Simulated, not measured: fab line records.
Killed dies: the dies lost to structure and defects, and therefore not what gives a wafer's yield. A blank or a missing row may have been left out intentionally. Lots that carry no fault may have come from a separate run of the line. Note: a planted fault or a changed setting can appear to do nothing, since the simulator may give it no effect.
Chamber matching + flow n5 finfet + pecvd-04 running N5_BEOL_M12_ILD_DEP_00: 3 sister chambers
The step deposits SiOC from DEMS/O2, target thk 658.92 nm, time 130.7 s. 6 wafers are shown with their chamber, then 7 later ones without.

## WAFERS PAIRED WITH THEIR CHAMBERS
| wafer  | chamber | heater power w (W) | throttle valve pct (%) |
|--------|---------|--------------------|------------------------|
| L083.3 | 2       | 560                | 12.1                   |
| L087.2 | 0       | 457                | 12.6                   |
| L087.4 | 2       | 469                | 12.2                   |
| L087.5 | 0       | 469                | 12.5                   |
| L089.1 | 1       | 542                | 12.2                   |
| L089.5 | 1       | 544                | 11.9                   |

## WAFERS WHOSE CHAMBER IS MISSING
| wafer  | heater power w (W) | throttle valve pct (%) |
|--------|--------------------|------------------------|
| L089.6 | 444                | 12.5                   |
| L092.4 | 527                | 12.0                   |
| L092.5 | 590                | 12.1                   |
| L092.6 | 366                | 12.2                   |
| L094.1 | 440                | 12.3                   |
| L094.4 | 569                | 12.4                   |
| L094.5 | 437                | 12.0                   |

## CHAMBER TAKEN BY EACH
| wafer  | from the rows above          | in truth |
|--------|------------------------------|----------|
| L089.6 | 0                            | 0        |
| L092.4 | can't be placed: 1 or 2      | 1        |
| L092.5 | can't be placed: 1 or 2      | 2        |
| L092.6 | can't be placed: 0 or 2 or 1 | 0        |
| L094.1 | can't be placed: 0 or 2 or 1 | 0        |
| L094.4 | can't be placed: 2 or 1 or 0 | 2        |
| L094.5 | can't be placed: 2 or 1 or 0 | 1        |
Placed correctly: 1 of 7. From these rows, 6 cannot be placed; in 6 the true chamber is one of the candidates. 0 placed wrongly.
How it was worked out, from the rows above alone: a wafer's distance from a chamber is the root of the sum, over the readings, of the square of ((its reading less the chamber's mean) divided by the reading's scatter). The wafer belongs to the nearest chamber; if the next one is less than 2 further off, it can't be placed. For every chamber, the mean is computed from those of its wafers that are shown. The scatter: take each reading less its chamber's mean, square it, sum over the shown wafers, divide by the number of wafers less the number of chambers, and take the root.
